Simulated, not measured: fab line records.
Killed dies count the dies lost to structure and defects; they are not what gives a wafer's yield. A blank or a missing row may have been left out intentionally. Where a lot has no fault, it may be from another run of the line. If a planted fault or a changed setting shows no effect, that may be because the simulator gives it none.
fab line records || flow n5_finfet
record: {"lots": 6, "wafers": 18, "last_day": 17}
route steps=1938 shown START@1 ZERO_LAYER@2
lots that met no fault: taken from a fault-free run of the same line
start_h: hours from the record's opening day to when the first of the lot's shown wafers began || wait_h: hours elapsed since this lot's preceding step || " repeats the value in the row above || L1.1+2: several wafers, shown together as one row || - no value, or no start was given || * or withheld: withheld || < > ~ a bound
route shown NAME@n: names a module that has steps shown in the file, with the first one's number in the route || usual: mean/standard deviation of fault-free wafers || same: alike in all rows || chamber/n: place in a boat || sites: per-site readings || _std_site: standard deviation of those values || _edge_site: mean of outer sites minus mean of inner sites || radius_mm: for every site, how far away it sits from the centre of the wafer || mask NAME#n: copy n || behind: the tool/chamber that last shaped the wafer || hold: what put the lot on hold/how long, in hours/how the hold closed || device: the n, p or np transistor that did not switch || end of line: the same wafers' tests at the end of the route || a step with no rows: only its recipe || killed: the dies lost at the first sort to structure and to defects; this is not the yield of the wafer || map: the dies of a wafer, with x for killed, . for not killed, _ for no die there
set.NAME: setting as actually run; set.NAME@STEP: the setting as run at that earlier step || model.NAME: the simulator's own value behind a step, which no gauge read
lots seen at some steps along the route; tables by step, rows by wafer
services: from which hour (start_h, from the record's first day; less than 0 if before it) a tool's chamber was out of use, for how many hours, and why
== steps ==
step: N5_START_INSPECT_01
recipe: {"inspect_instrument": "unpatterned_scan", "mode": "incoming"}
usual: {"raw_defect_count": "5.7/2.4"}
{"lot.wafer": "L718.1", "tool": "defect_inspect-02", "chamber": "-", "start_h": 48.03, "wait_h": "-", "raw_defect_count": 3}
{"lot.wafer": "L718.5", "tool": "defect_inspect-02", "chamber": "-", "start_h": 48.03, "wait_h": "-", "raw_defect_count": 3}
{"lot.wafer": "L718.6", "tool": "defect_inspect-02", "chamber": "-", "start_h": 48.03, "wait_h": "-", "raw_defect_count": 8}
{"lot.wafer": "L721.1", "tool": "defect_inspect-01", "chamber": "-", "start_h": 66.03, "wait_h": "-", "raw_defect_count": 5}
{"lot.wafer": "L721.5", "tool": "defect_inspect-01", "chamber": "-", "start_h": 66.03, "wait_h": "-", "raw_defect_count": 4}
{"lot.wafer": "L721.6", "tool": "defect_inspect-01", "chamber": "-", "start_h": 66.03, "wait_h": "-", "raw_defect_count": 8}
{"lot.wafer": "L729.1", "tool": "defect_inspect-01", "chamber": "-", "start_h": 114.03, "wait_h": "-", "raw_defect_count": 3}
{"lot.wafer": "L729.3", "tool": "defect_inspect-01", "chamber": "-", "start_h": 114.03, "wait_h": "-", "raw_defect_count": 7}
{"lot.wafer": "L729.6", "tool": "defect_inspect-01", "chamber": "-", "start_h": 114.03, "wait_h": "-", "raw_defect_count": 6}
{"lot.wafer": "L730.1", "tool": "defect_inspect-01", "chamber": "-", "start_h": 120.03, "wait_h": "-", "raw_defect_count": 8}
{"lot.wafer": "L730.4", "tool": "defect_inspect-01", "chamber": "-", "start_h": 120.03, "wait_h": "-", "raw_defect_count": 7}
{"lot.wafer": "L730.5", "tool": "defect_inspect-01", "chamber": "-", "start_h": 120.03, "wait_h": "-", "raw_defect_count": 11}
{"lot.wafer": "L731.2", "tool": "defect_inspect-01", "chamber": "-", "start_h": 126.03, "wait_h": "-", "raw_defect_count": 11}
{"lot.wafer": "L731.3", "tool": "defect_inspect-01", "chamber": "-", "start_h": 126.03, "wait_h": "-", "raw_defect_count": 5}
{"lot.wafer": "L731.4", "tool": "defect_inspect-01", "chamber": "-", "start_h": 126.03, "wait_h": "-", "raw_defect_count": 10}
{"lot.wafer": "L735.2", "tool": "defect_inspect-02", "chamber": "-", "start_h": 150.04, "wait_h": "-", "raw_defect_count": 10}
{"lot.wafer": "L735.3", "tool": "defect_inspect-02", "chamber": "-", "start_h": 150.04, "wait_h": "-", "raw_defect_count": 2}
{"lot.wafer": "L735.6", "tool": "defect_inspect-02", "chamber": "-", "start_h": 150.04, "wait_h": "-", "raw_defect_count": 4}
step: N5_ZERO_LAYER_PRECLEAN_00
recipe: {"chemistry": "SPM", "time_s": 600, "temp_c": 120, "mix": "4:1"}
step: N5_ZERO_LAYER_SRD_01
recipe: {"time_s": 30, "temp_c": 23, "rinse_liquid": "diw", "dry": "n2_spin", "spin_rpm": 1500, "dry_time_s": 30}
step: N5_ZERO_LAYER_PECVD_02
recipe: {"material": "SiO2", "target_thk_a": 100, "temp_c": 400, "precursor": "SiH4/N2O", "pressure_torr": 0.75, "rf_w": 275, "time_s": 6}
usual: {"heater_power_w": "805/120", "showerhead_plenum_p_Torr": "8.15/0.18"}
{"lot.wafer": "L718.1", "tool": "pecvd-03", "chamber": 2, "start_h": 48.47, "wait_h": 0.0, "heater_power_w": 812, "showerhead_plenum_p_Torr": 7.83}
{"lot.wafer": "L718.5", "tool": "pecvd-03", "chamber": 0, "start_h": 48.47, "wait_h": 0.0, "heater_power_w": 752, "showerhead_plenum_p_Torr": 8.15}
{"lot.wafer": "L718.6", "tool": "pecvd-03", "chamber": 2, "start_h": 48.47, "wait_h": 0.0, "heater_power_w": 847, "showerhead_plenum_p_Torr": 7.86}
{"lot.wafer": "L721.1", "tool": "pecvd-01", "chamber": 0, "start_h": 66.28, "wait_h": 0.0, "heater_power_w": 980, "showerhead_plenum_p_Torr": 7.89}
{"lot.wafer": "L721.5", "tool": "pecvd-01", "chamber": 1, "start_h": 66.28, "wait_h": 0.0, "heater_power_w": 643, "showerhead_plenum_p_Torr": 8.32}
{"lot.wafer": "L721.6", "tool": "pecvd-01", "chamber": 0, "start_h": 66.28, "wait_h": 0.0, "heater_power_w": 976, "showerhead_plenum_p_Torr": 7.90}
{"lot.wafer": "L729.1", "tool": "pecvd-01", "chamber": 2, "start_h": 114.28, "wait_h": 0.0, "heater_power_w": 670, "showerhead_plenum_p_Torr": 8.28}
{"lot.wafer": "L729.3", "tool": "pecvd-01", "chamber": 0, "start_h": 114.28, "wait_h": 0.0, "heater_power_w": 1049, "showerhead_plenum_p_Torr": 7.90}
{"lot.wafer": "L729.6", "tool": "pecvd-01", "chamber": 1, "start_h": 114.28, "wait_h": 0.0, "heater_power_w": 770, "showerhead_plenum_p_Torr": 8.34}
{"lot.wafer": "L730.1", "tool": "pecvd-01", "chamber": 1, "start_h": 120.28, "wait_h": 0.0, "heater_power_w": 696, "showerhead_plenum_p_Torr": 8.32}
{"lot.wafer": "L730.4", "tool": "pecvd-01", "chamber": 0, "start_h": 120.28, "wait_h": 0.0, "heater_power_w": 973, "showerhead_plenum_p_Torr": 7.91}
{"lot.wafer": "L730.5", "tool": "pecvd-01", "chamber": 2, "start_h": 120.28, "wait_h": 0.0, "heater_power_w": 786, "showerhead_plenum_p_Torr": 8.25}
{"lot.wafer": "L731.2", "tool": "pecvd-01", "chamber": 1, "start_h": 126.28, "wait_h": 0.0, "heater_power_w": 664, "showerhead_plenum_p_Torr": 8.32}
{"lot.wafer": "L731.3", "tool": "pecvd-01", "chamber": 0, "start_h": 126.28, "wait_h": 0.0, "heater_power_w": 1056, "showerhead_plenum_p_Torr": 7.93}
{"lot.wafer": "L731.4", "tool": "pecvd-01", "chamber": 2, "start_h": 126.28, "wait_h": 0.0, "heater_power_w": 770, "showerhead_plenum_p_Torr": 8.26}
{"lot.wafer": "L735.2", "tool": "pecvd-02", "chamber": 0, "start_h": 150.29, "wait_h": 0.0, "heater_power_w": 852, "showerhead_plenum_p_Torr": 8.02}
{"lot.wafer": "L735.3", "tool": "pecvd-02", "chamber": 2, "start_h": 150.29, "wait_h": 0.0, "heater_power_w": 707, "showerhead_plenum_p_Torr": 8.41}
{"lot.wafer": "L735.6", "tool": "pecvd-02", "chamber": 2, "start_h": 150.29, "wait_h": 0.0, "heater_power_w": 712, "showerhead_plenum_p_Torr": 8.40}
step: N5_ZERO_LAYER_HMDS_04
recipe: {"time_s": 60, "temp_c": 120}
step: N5_ZERO_LAYER_COAT_05
recipe: {"spin_rpm": 1500, "resist_thk_nm": 1000}
step: N5_ZERO_LAYER_EBR_07
recipe: {"solvent": "PGMEA", "ebr_width_mm": 1.5}
step: N5_ZERO_LAYER_SOFTBAKE_06
recipe: {"temp_c": 100, "time_s": 90}
step: N5_ZERO_LAYER_EXPOSE_08
recipe: {"mask_id": "ZERO", "na": 0.55, "source_shape": "conventional", "sigma_outer": 0.8, "polarization": "unpolarized", "defocus_nm": 0, "target_cd_nm": 2000, "dose_mj": 16.2}
step: N5_ZERO_LAYER_PEB_09
recipe: {"peb_temp_c": "withheld", "peb_time_s": "*"}
step: N5_ZERO_LAYER_DEVELOP_10
recipe: {"develop_time_s": 60, "rinse_liquid": "diw", "dry": "air_spin", "dev_temp_c": 21}
usual: {"chill_plate_temp_C": "23.00/0.096", "develop_time_s": "60/0"}
{"lot.wafer": "L718.1", "tool": "litho_track-05", "chamber": 0, "start_h": 48.71, "wait_h": "-", "chill_plate_temp_C": 22.96, "develop_time_s": 60, "model.coat_of_ZERO_LAYER_COAT_05.thk_nm": 986.4}
{"lot.wafer": "L718.5", "tool": "litho_track-05", "chamber": 0, "start_h": 48.71, "wait_h": "-", "chill_plate_temp_C": 22.97, "develop_time_s": 60, "model.coat_of_ZERO_LAYER_COAT_05.thk_nm": 990}
{"lot.wafer": "L718.6", "tool": "litho_track-05", "chamber": 0, "start_h": 48.71, "wait_h": "-", "chill_plate_temp_C": 22.94, "develop_time_s": 60, "model.coat_of_ZERO_LAYER_COAT_05.thk_nm": 987.6}
{"lot.wafer": "L721.1", "tool": "litho_track-04", "chamber": 0, "start_h": 67.88, "wait_h": "-", "chill_plate_temp_C": 23.02, "develop_time_s": 60, "model.coat_of_ZERO_LAYER_COAT_05.thk_nm": 986}
{"lot.wafer": "L721.5", "tool": "litho_track-04", "chamber": 0, "start_h": 67.88, "wait_h": "-", "chill_plate_temp_C": 23.00, "develop_time_s": 60, "model.coat_of_ZERO_LAYER_COAT_05.thk_nm": 986.1}
{"lot.wafer": "L721.6", "tool": "litho_track-04", "chamber": 0, "start_h": 67.88, "wait_h": "-", "chill_plate_temp_C": 23.05, "develop_time_s": 60, "model.coat_of_ZERO_LAYER_COAT_05.thk_nm": 986.4}
{"lot.wafer": "L729.1", "tool": "litho_track-01", "chamber": "-", "start_h": 114.53, "wait_h": "-", "chill_plate_temp_C": "-", "develop_time_s": "-", "model.coat_of_ZERO_LAYER_COAT_05.thk_nm": 1000}
{"lot.wafer": "L729.3", "tool": "litho_track-01", "chamber": "-", "start_h": 114.53, "wait_h": "-", "chill_plate_temp_C": "-", "develop_time_s": "-", "model.coat_of_ZERO_LAYER_COAT_05.thk_nm": 998.9}
{"lot.wafer": "L729.6", "tool": "litho_track-01", "chamber": "-", "start_h": 114.53, "wait_h": "-", "chill_plate_temp_C": "-", "develop_time_s": "-", "model.coat_of_ZERO_LAYER_COAT_05.thk_nm": 1000}
{"lot.wafer": "L730.1", "tool": "litho_track-04", "chamber": "-", "start_h": 120.65, "wait_h": "-", "chill_plate_temp_C": "-", "develop_time_s": "-", "model.coat_of_ZERO_LAYER_COAT_05.thk_nm": 1003}
{"lot.wafer": "L730.4", "tool": "litho_track-04", "chamber": "-", "start_h": 120.65, "wait_h": "-", "chill_plate_temp_C": "-", "develop_time_s": "-", "model.coat_of_ZERO_LAYER_COAT_05.thk_nm": 1002}
{"lot.wafer": "L730.5", "tool": "litho_track-04", "chamber": "-", "start_h": 120.65, "wait_h": "-", "chill_plate_temp_C": "-", "develop_time_s": "-", "model.coat_of_ZERO_LAYER_COAT_05.thk_nm": 1001}
{"lot.wafer": "L731.2", "tool": "litho_track-04", "chamber": 0, "start_h": 126.53, "wait_h": "-", "chill_plate_temp_C": 23.14, "develop_time_s": 60, "model.coat_of_ZERO_LAYER_COAT_05.thk_nm": 988.3}
{"lot.wafer": "L731.3", "tool": "litho_track-04", "chamber": 0, "start_h": 126.53, "wait_h": "-", "chill_plate_temp_C": 22.97, "develop_time_s": 60, "model.coat_of_ZERO_LAYER_COAT_05.thk_nm": 990.1}
{"lot.wafer": "L731.4", "tool": "litho_track-04", "chamber": 0, "start_h": 126.53, "wait_h": "-", "chill_plate_temp_C": 23.08, "develop_time_s": 60, "model.coat_of_ZERO_LAYER_COAT_05.thk_nm": 985.8}
{"lot.wafer": "L735.2", "tool": "litho_track-05", "chamber": 0, "start_h": 150.66, "wait_h": "-", "chill_plate_temp_C": 23.16, "develop_time_s": 60, "model.coat_of_ZERO_LAYER_COAT_05.thk_nm": 988}
{"lot.wafer": "L735.3", "tool": "litho_track-05", "chamber": 0, "start_h": 150.66, "wait_h": "-", "chill_plate_temp_C": 23.19, "develop_time_s": 60, "model.coat_of_ZERO_LAYER_COAT_05.thk_nm": 986.1}
{"lot.wafer": "L735.6", "tool": "litho_track-05", "chamber": 0, "start_h": 150.66, "wait_h": "-", "chill_plate_temp_C": 23.14, "develop_time_s": 60, "model.coat_of_ZERO_LAYER_COAT_05.thk_nm": 987.6}
step: N5_ZERO_LAYER_HARDBAKE_23
recipe: {"temp_c": 130, "time_s": 120}
== services ==
{"tool": "pecvd-01", "chamber": 1, "start_h": 47.58, "hours": 2.1, "kind": "scheduled_down"}
{"tool": "pecvd-01", "chamber": 0, "start_h": 72.95, "hours": 5.5, "kind": "scheduled_down"}
{"tool": "litho_track-01", "chamber": "-", "start_h": 80.02, "hours": "-", "kind": "consumable_replace:filter"}
{"tool": "pecvd-02", "chamber": 0, "start_h": 105.25, "hours": 5.5, "kind": "scheduled_down"}
{"tool": "litho_track-04", "chamber": "-", "start_h": 108.55, "hours": "-", "kind": "consumable_replace:filter"}
{"tool": "pecvd-03", "chamber": "-", "start_h": 116.44, "hours": 28.1, "kind": "pm"}
{"tool": "pecvd-02", "chamber": 1, "start_h": 117.19, "hours": 12.1, "kind": "repair"}
{"tool": "litho_track-01", "chamber": "-", "start_h": 117.21, "hours": "-", "kind": "consumable_replace:filter"}
{"tool": "litho_track-01", "chamber": "-", "start_h": 119.02, "hours": "-", "kind": "consumable_replace:filter"}
{"tool": "pecvd-02", "chamber": 1, "start_h": 133.77, "hours": 2.1, "kind": "scheduled_down"}
{"tool": "pecvd-02", "chamber": 0, "start_h": 140.99, "hours": 6.8, "kind": "repair"}
{"tool": "pecvd-03", "chamber": "-", "start_h": 145.58, "hours": 0.6, "kind": "repair"}
{"tool": "pecvd-03", "chamber": "-", "start_h": 148.91, "hours": 11.4, "kind": "repair"}
== key ==
first_sign: {"step": "N5_ZERO_LAYER_DEVELOP_10", "reading": "tool_record", "direction": "missing"}
effect none on later readings
model_effect: {"step": "N5_ZERO_LAYER_DEVELOP_10", "value": "coat_of_ZERO_LAYER_COAT_05.thk_nm", "without": 987.3, "struck": 1001}
met_at N5_ZERO_LAYER_DEVELOP_10
struck_wafers L729.1,L729.3,L729.6,L730.1,L730.4,L730.5
later_rows_left_out L729.1,L729.3,L729.6,L730.1,L730.4,L730.5
sort_left_out L729.1,L729.3,L729.6,L730.1,L730.4,L730.5
tester_left_out L729,L730
onset_between 67.88 114.53
fault: {"kind": "skipped_step_whole", "tool": "litho_track-01,litho_track-04", "chamber": "-", "onset_h": 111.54, "steps": "N5_ZERO_LAYER_DEVELOP_10", "scope": "struck_lots_only"}
tester_left_out: of these lots the tester's yield and bins aren't shown, on N5 and GAA mostly nor the transistor test; their killed dies are dies lost to structure and defects alone, not to doping, threshold or leakage, so they don't give the yield
sort_left_out: the simulated sort isn't trusted on such a fault, so these wafers' sort isn't shown, and their yield isn't known
later_rows_left_out: the simulator's readings of these wafers behind a module that went badly wrong aren't trusted and aren't shown, but for the sort
